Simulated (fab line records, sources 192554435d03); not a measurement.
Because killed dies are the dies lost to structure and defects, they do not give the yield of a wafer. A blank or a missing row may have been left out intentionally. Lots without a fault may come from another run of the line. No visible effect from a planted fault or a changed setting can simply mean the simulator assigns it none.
A struck lot beside a sound one | flow n5 finfet | 25 out of 1938 route steps
Sound: these wafers, L628.1, L628.2, L628.6. Struck: wafer L625.3 (left out: L625.6, a lot-mate that was not struck); the cause follows at the end.
Order at every step that has rows: each side's tool, ch and its chambers, its first start. Under that, the readings that differ: sound wafers | struck wafers | difference of the means | sigmas: that difference in standard deviations of wafers without a fault.
alike: words and numbers the same on both sides, and readings whose means are apart by under 2 such deviations; not compared: readings that were withheld, readings missing a value for some wafer, numbers with overlapping values and no deviation given by the record, and bounds like >300 which may hide the same value.
The two part at a step that has a row with sigmas, a row that says differs or no value, or rows on one side only. Numbers that don't overlap but have no deviation are shown without sigmas and don't part them. A reading missing from all wafers of one side parts the sides only when that side holds two or more wafers.

first, 9 steps without rows for these wafers: N5_MIM_BOT_LITHO_HARDBAKE_09 (time 120 s); N5_MIM_BOT_LITHO_DESCUM_10 (chemistry O2, time 7.9 s); N5_MIM_BOT_ETCH_ETCH_04 (etches SiNx in CF4/O2, target depth 26 nm, time 13 s); N5_MIM_BOT_ETCH_ETCH_03 (etches the open film in Cl2/BCl3, target depth 12 nm); N5_MIM_BOT_ETCH_ETCH_00 (etches TiN in Cl2/BCl3, target depth 45.5 nm); N5_MIM_BOT_ETCH_STRIP_01 (strips in O2); N5_MIM_BOT_ETCH_STRIP_02 (strips in post etch residue remover, time 1200 s); N5_MIM_BOT_ETCH_CLEAN_05 (cleans in IPA, time 180 s); N5_MIM_BOT_ETCH_SRD_06 (time 30 s).
N5_PASSIVATION_PECVD_55: deposits SiO2 from SiH4/N2O, target thk 400 nm, time 22.5 s.
  sound on pecvd-02 ch 0,1, day 15 18:08; struck on pecvd-04 ch 2, day 14 22:03
  reading                                        | sound           | struck | difference | sigmas
  model.SiO2_of_PASSIVATION_PECVD_55.thk nm (nm) | 398.4 402.8 410 | 157.8  | -245.9     |
  alike: heater power w, showerhead plenum p Torr, throttle valve pct
then, 11 steps without rows for these wafers: N5_PASSIVATION_PECVD_01 (deposits SiNx from SiH4/NH3/N2, target thk 200 nm, time 43.2 s); N5_PASSIVATION_HMDS_03 (time 60 s); N5_PASSIVATION_COAT_04; N5_PASSIVATION_EBR_06; N5_PASSIVATION_SOFTBAKE_05 (time 90 s); N5_PASSIVATION_EXPOSE_07 (exposes mask TV, defocus 0 nm, target cd 3000 nm); N5_PASSIVATION_PEB_08; N5_PASSIVATION_DEVELOP_09 (develop time 60 s); N5_PASSIVATION_HARDBAKE_11 (time 120 s); N5_PASSIVATION_DESCUM_12 (chemistry O2, time 7.9 s); N5_PASSIVATION_PASS_ETCH_74 (etches SiNx in CF4/O2, target depth 220 nm, time 110 s).
N5_PASSIVATION_VIA_ETCH_13: etches SiO2 in CHF3/O2, target depth 660 nm, time 330 s.
  sound on rie diel-02 ch 1,2,3, day 15 19:51; struck on rie diel-06 ch 3, day 14 22:42
  reading                         | sound       | struck | difference | sigmas
  etch rf on time s (s)           | 235 242 246 | 95     | -146       | -31
  model.TV_OPEN.cd offset nm (nm) | 1.6 1.8 1.6 | 5.4    | +3.7       |
  alike: bias w, drypump motor current A, mfc ar sccm, oes_f_703_au, oes product au, rf vpp V, showerhead plenum p Torr, throttle valve pct
  not compared: rf hours counter h, model.coat_of_PASSIVATION_COAT_04.thk nm
then, 1 step without rows for these wafers: N5_PASSIVATION_STRIP_14 (strips in O2).
N5_PASSIVATION_ETCH_15: etches SiCN in CF4/N2, target depth 75 nm, time 81.2 s.
  sound: rie diel-02 ch 1,2,3; struck: rie diel-06 ch 3
  reading                         | sound       | struck | difference | sigmas
  model.TV_OPEN.cd offset nm (nm) | 1.8 1.8 1.6 | 5.4    | +3.7       |
  alike: bias w, cf4 flow sccm, drypump motor current A, mfc ar sccm, oes product au, rf vpp V, showerhead plenum p Torr, throttle valve pct
  not compared: rf hours counter h
then, 1 step without rows for these wafers: N5_PASSIVATION_STRIP_73 (strips in post etch residue remover, time 60 s).

WHERE THEY PART
At N5_PASSIVATION_VIA_ETCH_13 and nowhere else, as far as this record goes. Later steps at which nothing parts them and some readings are alike: N5_PASSIVATION_ETCH_15.

WHY: what had been put in by the simulator
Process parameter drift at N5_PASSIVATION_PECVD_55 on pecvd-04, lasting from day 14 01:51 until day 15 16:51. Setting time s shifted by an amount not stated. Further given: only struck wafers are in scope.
